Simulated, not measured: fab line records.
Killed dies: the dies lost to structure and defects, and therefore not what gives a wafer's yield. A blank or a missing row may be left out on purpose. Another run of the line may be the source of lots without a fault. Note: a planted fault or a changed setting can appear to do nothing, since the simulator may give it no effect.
Comparing a struck lot with a sound one | flow n5Finfet | 18 steps out of a route of 1938
Sound: these wafers, L193.1, L193.2, L193.4. Wafers struck: L196.2, L196.4, L196.6. The cause is named last.
Each step with rows lists, per side, the tool, then ch with its chambers, then its first start. Under that, the readings that differ: sound wafers | struck wafers | difference of the means | sigmas: that difference in standard deviations of wafers without a fault.
alike: readings with means less than 2 such deviations apart, plus words and numbers identical on both sides. not compared: withheld readings, readings lacking a value on some wafer, bounds such as >300 that could conceal the same value, and numbers that have no deviation in the record and whose values overlap.
Wherever a step has rows on one side only, a row that says differs or no value, or a row with sigmas, the two part there. When numbers do not overlap yet have no deviation, they are printed without sigmas and do not part them. A reading that every wafer of one side lacks parts them only if that side has two wafers or more.

first, 8 steps without rows for these wafers: N5_ILD0_CMP_03 (polishes, stops on SiNx, t overpolish 1.9 s, target thk 197.38 nm); N5_ILD0_CMP_07 (polishes SiO2 flowable, stops on poly-Si, t overpolish 1.18 s, target thk 138.88 nm); N5_ILD0_PRECLEAN_10 (cleans in NF3:NH3, afs cycles 5, time 20 s, sublimation time 60 s); N5_ILD0_ALD_15 (deposits SiNx, target thk 24 nm, pulse time 1 s, ald cycles 480); N5_ILD0_CMP_12 (polishes SiNx, stops on poly-Si, t overpolish 6 s, target thk 17.67 nm); N5_SDB_HM_DEP_00 (deposits SiNx from SiH4/NH3/N2, target thk 40 nm, time 35.3 s); N5_SDB_COAT_03 (time 60 s, resist thk 100 nm); N5_SDB_COAT_04 (time 60 s, resist thk 18 nm).
N5_SDB_COAT_05: resist thk 90 nm.
  sound on lithoTrack-03 ch 0, day 4 15:58; struck on lithoTrack-03 ch 0, day 5 12:04
reading                                 | sound                | struck               | difference | sigmas
spinSpeedRpm (rpm)                      | 1502.4 1499.7 1500.4 | 1595.5 1595.8 1595.7 | +94.8      | +86
model.CAR-ArF_of_SDB_COAT_05.thkNm (nm) | 90 89.6 90.2         | 87.6 87.8 87.8       | -2.2       | 
  alike: dispensePressureKPa
then, 6 steps without rows for these wafers: N5_SDB_EBR_07; N5_SDB_SOFTBAKE_06 (time 60 s); N5_SDB_EXPOSE_08 (exposes mask SDB); N5_SDB_PEB_09 (peb time 60 s); N5_SDB_DEVELOP_10 (develop time 30 s); N5_SDB_DESCUM_16 (chemistry O2, time 7.9 s).
N5_SDB_ETCH_17: etches SiARC in CF4, target depth 23.4 nm, time 39 s.
  sound on rieDiel-06 ch 1,2,3, day 4 16:43; struck on rieDiel-02 ch 2,3, day 5 12:34
reading                                 | sound          | struck         | difference | sigmas
model.CAR-ArF_of_SDB_COAT_05.thkNm (nm) | 66.6 66.4 66.8 | 64.2 64.4 64.6 | -2.2       | 
  alike: drypumpMotorCurrentA, etchRfOnTimeS, oesProductAu, rfVppV, showerheadPlenumPTorr, throttleValvePct
  not compared: rfHoursCounterH
then, 1 step without rows for these wafers: N5_SDB_ETCH_18 (etches SOC in N2/H2, target depth 100 nm, overetch 20 nm, time 150 s).
-- the record jumps here: 5 days lie between the struck wafers' starts before and after (it left off in module SDB and takes up again in module BEOL_M4, whose first step shown is number 1111 of the route) --
N5_BEOL_M4_RC_MEAS_101:
  sound on prober-02 ch 0, day 8 09:47; struck on prober-02 ch 0, day 10 04:13
  alike: DIBL_N, DIBL_P, IOFF_N, IOFF_P, ION_N, ION_P, SS_N, SS_P, VT_N, VT_P

WHERE THEY PART
N5_SDB_COAT_05 only, going by this record. Later steps at which nothing parts them and some readings are alike: N5_SDB_ETCH_17, N5_BEOL_M4_RC_MEAS_101.

WHY: the cause the simulator had injected
Drift in process parameters on lithoTrack-03 at N5_SDB_COAT_05, starting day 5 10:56. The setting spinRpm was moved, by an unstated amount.
